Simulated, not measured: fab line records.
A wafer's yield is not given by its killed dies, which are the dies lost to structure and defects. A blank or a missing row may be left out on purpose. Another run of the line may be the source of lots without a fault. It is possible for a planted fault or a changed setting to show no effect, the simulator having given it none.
fab line records    flow n5_finfet    part 2 of 2: steps 5 to 6 of 6
record: lots: 23  wafers: 69  last_day: 18
route steps=1938 shown WELL_APT@55 FIN_SAQP@111 STI_FIN_REVEAL@191
lots with no fault: from the same line, run without faults
start_h: hours from the record's first day to the start of the lot's first wafer shown    wait_h: how many hours have passed since the lot's step before this one    " the same as in the row above    L1.1+2: one row covering several wafers at once    - value missing, or start not given    * or withheld: withheld    < > ~ a bound
route shown NAME@n: NAME is a module with steps in the file, n the number in the route of the first one    usual: mean and standard deviation over wafers with no fault    same: alike in all rows    chamber/n: place in a boat    sites: the reading at each site    _std_site: how widely they spread, as a standard deviation    _edge_site: the outer-site mean with the inner-site mean subtracted    radius_mm: how far each site lies from the wafer's centre    mask NAME#n: copy n    behind: tool/chamber where the wafer was last shaped    hold: what put the lot on hold/how long, in hours/how the hold closed    device: which transistor (n, p or np) failed to switch    end of line: tests of these same wafers at the route's end    where a step has no rows: the recipe by itself    killed: count of dies lost to structure and defects at first sort (not the wafer's yield)    map: per-die view of a wafer (x killed, . not killed, _ where there is no die)
set.NAME: setting as actually run; set.NAME@STEP: the setting as run at that earlier step    model.NAME: the simulator's own value behind a step, which no gauge read
the route's steps for a sample of lots (tables are steps, rows are wafers)
services: a tool's chamber out of use, with start hour (start_h, from the record's first day; less than 0 if before it), hours out, and reason
== steps ==
step: N5_FIN_SAQP_STRIP_70
recipe: chemistry: N2/H2  power_w: 500  temp_c: 40  pressure_mtorr: 50  rf_frequency_hz: 6e+07  overash_fraction: 0.3  bias_power_w: 28  h2_frac: 0.5  n2_flow_sccm: 300  h2_flow_sccm: 300
usual: drypump_motor_current_A: 5.7/0.46  oes_product_au: 0.82/0.076  rf_vpp_V: 121.7/0.9  showerhead_plenum_p_Torr: 3.32/0.098  throttle_valve_pct: 18.9/0.43
lot.wafer  tool         chamber  start_h  wait_h  drypump_motor_current_A  oes_product_au  rf_hours_counter_h  rf_vpp_V  showerhead_plenum_p_Torr  throttle_valve_pct
L074.3     rie_diel-01  1        26.46    0.0     5.0                      0.72            206                 120.4     3.18                      18.9
L074.4     "            3        "        "       6.1                      0.85            52                  122.1     3.28                      18.6
L074.6     "            1        "        "       5.0                      0.72            -                   120.7     3.18                      18.9
L075.1     rie_diel-01  2        31.39    0.0     5.7                      0.85            62                  123.5     3.42                      19.3
L075.3     "            1        "        "       5.0                      0.72            208                 120.1     3.18                      18.9
L075.5     "            3        "        "       6.2                      0.85            -                   122.2     3.28                      18.6
L076.3     rie_diel-01  2        37.24    0.0     5.6                      0.85            63                  122.5     3.42                      19.3
L076.5     "            0        "        "       6.2                      0.94            -                   121.0     3.28                      18.5
L076.6     "            3        "        "       6.2                      0.85            -                   120.5     3.28                      18.6
L077.1     rie_diel-04  2        44.60    0.0     4.8                      0.98            6                   121.3     3.44                      18.4
L077.2     "            3        "        "       5.5                      0.92            16                  122.3     3.41                      18.5
L077.6     "            3        "        "       5.5                      0.91            -                   121.7     3.41                      18.5
L079.2     rie_diel-01  0        56.24    0.0     6.2                      0.92            15                  122.1     3.28                      18.6
L079.3     "            2        "        "       5.7                      0.83            71                  120.8     3.42                      19.3
L079.6     "            1        "        "       5.1                      0.70            -                   121.3     3.18                      18.9
L080.1     rie_diel-01  0        60.85    0.0     6.3                      0.92            16                  121.6     3.28                      18.5
L080.2     "            3        "        "       6.2                      0.84            63                  121.3     3.27                      18.6
L080.3     "            1        "        "       5.0                      0.70            219                 120.5     3.18                      18.9
L081.1     rie_diel-01  2        67.63    0.0     5.6                      0.83            76                  122.3     3.42                      19.3
L081.3     "            1        "        "       5.1                      0.70            223                 121.5     3.17                      18.9
L081.6     "            1        "        "       5.1                      0.70            -                   120.3     3.17                      18.9
L082.4     rie_diel-01  2        74.20    0.0     5.6                      0.83            78                  122.4     3.41                      19.3
L082.5     "            3        "        "       6.2                      0.83            -                   122.8     3.27                      18.6
L082.6     "            0        "        "       6.2                      0.90            -                   122.4     3.28                      18.6
L083.3     rie_diel-01  0        79.62    0.0     6.3                      0.90            22                  122.6     3.28                      18.6
L083.4     "            3        "        "       6.2                      0.84            73                  120.8     3.27                      18.6
L083.6     "            1        "        "       5.0                      0.69            -                   120.1     3.17                      18.9
L084.1     rie_diel-01  2        87.93    0.0     5.6                      0.82            84                  122.1     3.41                      19.3
L084.4     "            0        "        "       6.2                      0.91            24                  122.0     3.28                      18.6
L084.6     "            2        "        "       5.6                      0.82            -                   120.8     3.41                      19.3
L085.2     rie_diel-01  1        91.30    0.0     5.1                      0.69            231                 120.6     3.17                      18.9
L085.3     "            2        "        "       5.6                      0.81            85                  123.7     3.41                      19.3
L085.4     "            1        "        "       5.1                      0.69            -                   120.5     3.17                      18.9
L086.1     rie_diel-02  3        98.36    0.0     5.9                      0.79            102                 122.4     3.53                      18.5
L086.2     "            2        "        "       5.7                      0.95            13                  122.4     3.32                      19.9
L086.3     "            1        "        "       6.1                      0.79            108                 121.3     3.23                      18.5
L087.1     rie_diel-01  2        103.49   0.0     5.7                      0.81            91                  121.4     3.41                      19.4
L087.4     "            0        "        "       6.2                      0.88            30                  119.6     3.27                      18.6
L087.5     "            3        "        "       6.2                      0.81            -                   120.0     3.26                      18.7
L088.1     rie_diel-02  2        110.95   0.0     5.7                      0.92            21                  119.8     3.31                      19.9
L088.3     "            0        "        "       5.3                      0.72            172                 120.4     3.35                      19.2
L088.6     "            3        "        "       5.9                      0.79            -                   122.5     3.53                      18.5
L089.3     rie_diel-02  2        117.69   0.0     5.7                      0.92            24                  123.2     3.31                      19.9
L089.4     "            3        "        "       5.9                      0.79            112                 122.5     3.53                      18.5
L089.6     "            2        "        "       5.7                      0.92            -                   120.7     3.31                      19.9
L090.2     rie_diel-01  3        122.99   0.0     6.2                      0.80            95                  121.4     3.25                      18.7
L090.4     "            0        "        "       6.2                      0.86            -                   122.1     3.27                      18.6
L090.6     "            2        "        "       5.6                      0.79            -                   119.7     3.40                      19.4
L091.2     rie_diel-04  0        128.52   0.0     6.2                      0.90            19                  122.2     3.28                      18.6
L091.4     "            3        "        "       5.5                      0.86            36                  121.7     3.39                      18.5
L091.5     "            2        "        "       4.7                      0.91            -                   122.5     3.43                      18.4
L092.1     rie_diel-04  0        135.65   0.0     6.1                      0.90            20                  121.1     3.28                      18.6
L092.2     "            1        "        "       5.4                      0.77            123                 121.7     3.26                      19.6
L092.5     "            1        "        "       5.4                      0.77            -                   119.6     3.26                      19.6
L093.2     rie_diel-01  2        139.06   0.0     5.6                      0.79            112                 120.7     3.40                      19.4
L093.4     "            1        "        "       5.0                      0.69            241                 121.6     3.16                      19.0
L093.5     "            2        "        "       5.6                      0.78            -                   121.2     3.40                      19.4
L094.3     rie_diel-04  1        144.70   0.0     5.4                      0.77            127                 120.9     3.26                      19.6
L094.4     "            2        "        "       4.8                      0.90            30                  121.3     3.42                      18.4
L094.5     "            3        "        "       5.5                      0.87            -                   122.6     3.39                      18.5
L095.2     rie_diel-02  3        151.68   0.0     5.9                      0.77            125                 122.8     3.52                      18.5
L095.3     "            2        "        "       5.7                      0.89            38                  121.4     3.30                      19.9
L095.5     "            3        "        "       5.9                      0.76            -                   122.3     3.52                      18.5
L096.2     rie_diel-02  3        158.56   0.0     5.9                      0.77            128                 123.5     3.52                      18.5
L096.4     "            2        "        "       5.7                      0.89            41                  122.9     3.30                      19.9
L096.6     "            0        "        "       5.2                      0.70            -                   122.3     3.34                      19.2
L097.2     rie_diel-02  0        163.63   0.0     5.2                      0.70            189                 122.4     3.34                      19.2
L097.3     "            3        "        "       5.9                      0.77            130                 123.3     3.51                      18.5
L097.5     "            1        "        "       6.1                      0.77            -                   120.7     3.21                      18.6
step: N5_STI_FIN_REVEAL_STRIP_24
recipe: chemistry: N2/H2  time_s: 90  power_w: 100  temp_c: 40  pressure_mtorr: 100  rf_frequency_hz: 6e+07  bias_power_w: 3  n2_flow_sccm: 300  h2_flow_sccm: 300
usual: drypump_motor_current_A: 5.7/0.43  oes_product_au: 0.82/0.072  rf_vpp_V: 45.3/0.9  showerhead_plenum_p_Torr: 3.35/0.1  throttle_valve_pct: 12.12/0.22
lot.wafer  tool         chamber  start_h  wait_h  drypump_motor_current_A  oes_product_au  rf_hours_counter_h  rf_vpp_V  showerhead_plenum_p_Torr  throttle_valve_pct
L074.3     rie_diel-02  0        36.21    0.0     5.2                      0.73            141                 43.7      3.38                      12.30
L074.4     "            3        "        "       5.9                      0.82            78                  46.2      3.56                      11.80
L074.6     "            0        "        "       5.2                      0.73            -                   44.8      3.38                      12.31
L075.1     rie_diel-04  1        40.63    0.0     5.4                      0.80            97                  43.6      3.29                      12.27
L075.3     "            3        "        "       5.5                      0.92            13                  47.3      3.42                      11.85
L075.5     "            3        "        "       5.5                      0.92            -                   47.2      3.42                      11.84
L076.3     rie_diel-02  1        46.61    0.0     6.2                      0.80            88                  45.4      3.25                      12.06
L076.5     "            1        "        "       6.2                      0.81            -                   44.3      3.25                      12.06
L076.6     "            0        "        "       5.2                      0.74            -                   45.4      3.38                      12.31
L077.1     rie_diel-02  3        53.68    0.0     5.9                      0.81            85                  46.4      3.56                      11.84
L077.2     "            1        "        "       6.1                      0.81            91                  43.5      3.25                      12.07
L077.6     "            1        "        "       6.1                      0.82            -                   45.2      3.25                      12.06
L079.2     rie_diel-01  2        65.92    0.0     5.7                      0.84            74                  43.5      3.43                      12.20
L079.3     "            1        "        "       5.1                      0.71            221                 44.0      3.19                      12.46
L079.6     "            1        "        "       5.0                      0.70            -                   45.2      3.19                      12.45
L080.1     rie_diel-01  3        69.81    0.0     6.1                      0.83            67                  44.9      3.29                      11.97
L080.2     "            0        "        "       6.2                      0.91            18                  45.6      3.30                      11.93
L080.3     "            1        "        "       5.1                      0.70            223                 46.1      3.19                      12.45
L081.1     rie_diel-02  3        77.37    0.0     5.9                      0.81            93                  45.7      3.55                      11.84
L081.3     "            0        "        "       5.3                      0.72            158                 45.1      3.37                      12.34
L081.6     "            1        "        "       6.1                      0.81            -                   45.4      3.25                      12.08
L082.4     rie_diel-02  1        82.72    0.0     6.1                      0.80            103                 44.4      3.25                      12.08
L082.5     "            0        "        "       5.3                      0.72            -                   45.0      3.37                      12.36
L082.6     "            3        "        "       5.9                      0.81            -                   45.8      3.55                      11.84
L083.3     rie_diel-01  3        88.44    0.0     6.2                      0.82            75                  45.2      3.28                      12.01
L083.4     "            1        "        "       5.0                      0.70            230                 45.2      3.19                      12.49
L083.6     "            1        "        "       5.0                      0.70            -                   46.2      3.19                      12.48
L084.1     rie_diel-02  3        98.72    0.0     5.9                      0.79            102                 45.7      3.55                      11.87
L084.4     "            2        "        "       5.7                      0.95            13                  43.7      3.33                      12.34
L084.6     "            1        "        "       6.2                      0.79            -                   43.7      3.24                      12.11
L085.2     rie_diel-01  0        100.11   0.0     6.3                      0.90            28                  43.4      3.29                      11.97
L085.3     "            1        "        "       5.0                      0.70            235                 44.8      3.19                      12.48
L085.4     "            2        "        "       5.6                      0.81            89                  45.7      3.43                      12.22
L086.1     rie_diel-02  0        106.90   0.0     5.3                      0.71            170                 45.9      3.37                      12.37
L086.2     "            2        "        "       5.7                      0.94            18                  45.6      3.33                      12.35
L086.3     "            3        "        "       5.9                      0.79            107                 45.1      3.55                      11.89
L087.1     rie_diel-01  3        112.71   0.0     6.1                      0.81            88                  44.3      3.28                      12.03
L087.4     "            0        "        "       6.2                      0.88            -                   45.7      3.29                      11.98
L087.5     "            3        "        "       6.2                      0.79            -                   44.6      3.28                      12.03
L088.1     rie_diel-02  1        120.42   0.0     6.1                      0.78            120                 47.1      3.24                      12.15
L088.3     "            0        "        "       5.3                      0.72            176                 45.9      3.36                      12.39
L088.6     "            0        "        "       5.2                      0.71            -                   46.0      3.36                      12.39
L089.3     rie_diel-04  2        126.95   0.0     4.7                      0.92            24                  46.6      3.44                      11.81
L089.4     "            1        "        "       5.4                      0.78            120                 44.8      3.28                      12.32
L089.6     "            2        "        "       4.7                      0.92            -                   47.1      3.44                      11.80
L090.2     rie_diel-02  2        132.36   0.0     5.7                      0.91            31                  46.3      3.33                      12.38
L090.4     "            2        "        "       5.7                      0.92            -                   45.3      3.33                      12.38
L090.6     "            1        "        "       6.2                      0.78            -                   46.7      3.24                      12.15
L091.2     rie_diel-04  0        137.23   0.0     6.1                      0.90            21                  43.6      3.30                      11.91
L091.4     "            3        "        "       5.5                      0.87            38                  47.0      3.41                      11.90
L091.5     "            0        "        "       6.1                      0.91            -                   45.7      3.30                      11.92
L092.1     rie_diel-01  0        144.29   0.0     6.2                      0.85            52                  45.5      3.28                      12.01
L092.2     "            1        "        "       5.1                      0.69            243                 45.6      3.18                      12.50
L092.5     "            1        "        "       5.1                      0.69            -                   46.1      3.18                      12.51
L093.2     rie_diel-02  1        147.65   0.0     6.2                      0.78            130                 45.5      3.23                      12.16
L093.4     "            3        "        "       5.9                      0.79            124                 45.8      3.54                      11.92
L093.5     "            0        "        "       5.3                      0.71            -                   45.2      3.36                      12.41
L094.3     rie_diel-04  3        154.35   0.0     5.5                      0.85            44                  44.9      3.41                      11.94
L094.4     "            2        "        "       4.7                      0.89            34                  45.5      3.44                      11.83
L094.5     "            0        "        "       6.2                      0.89            -                   45.4      3.30                      11.94
L095.2     rie_diel-04  2        161.35   0.0     4.7                      0.89            36                  44.2      3.44                      11.84
L095.3     "            0        "        "       6.1                      0.89            30                  44.3      3.30                      11.96
L095.5     "            3        "        "       5.5                      0.85            -                   44.7      3.41                      11.93
L096.2     rie_diel-02  3        167.43   0.0     5.9                      0.77            131                 45.2      3.53                      11.94
L096.4     "            1        "        "       6.1                      0.77            137                 43.6      3.23                      12.18
L096.6     "            1        "        "       6.2                      0.77            -                   44.3      3.23                      12.18
L097.2     rie_diel-04  3        171.97   0.0     5.5                      0.85            49                  45.0      3.40                      11.94
L097.3     "            1        "        "       5.4                      0.76            136                 45.0      3.27                      12.38
L097.5     "            1        "        "       5.4                      0.75            -                   46.9      3.27                      12.36
== services ==
tool           chamber  start_h  hours  kind
rie_diel-02    1        -1.55    3.8    repair
rie_diel-01    0        -0.33    -      clean
rie_diel-01    0        -0.33    -      consumable_replace:focus_ring
rie_diel-01    0        -0.33    15.2   scheduled_down
rie_diel-01    0        -0.33    15.2   vent_cycle
epi_rpcvd-03   -        35.23    2.3    repair
epi_rpcvd-01   -        41.11    1.0    repair
vapor_etch-02  -        57.66    0.5    repair
rie_diel-04    3        58.26    5.1    repair
rie_diel-01    0        61.42    4.9    repair
rie_diel-02    -        63.20    0.4    repair
rie_diel-04    2        85.92    7.1    repair
rie_diel-01    0        90.34    2.5    repair
rie_diel-04    -        93.97    28.1   pm
epi_rpcvd-02   -        96.93    6.0    pm
epi_rpcvd-03   -        111.50   2.8    repair
vapor_etch-01  0        112.75   10.5   repair
epi_rpcvd-01   -        116.41   2.8    pm
rie_diel-01    3        123.27   6.5    repair
rie_diel-02    0        128.23   12.0   repair
rie_diel-04    -        131.45   0.3    repair
epi_rpcvd-01   -        157.48   8.1    pm
rie_diel-01    1        162.05   -      clean
rie_diel-01    1        162.05   -      consumable_replace:focus_ring
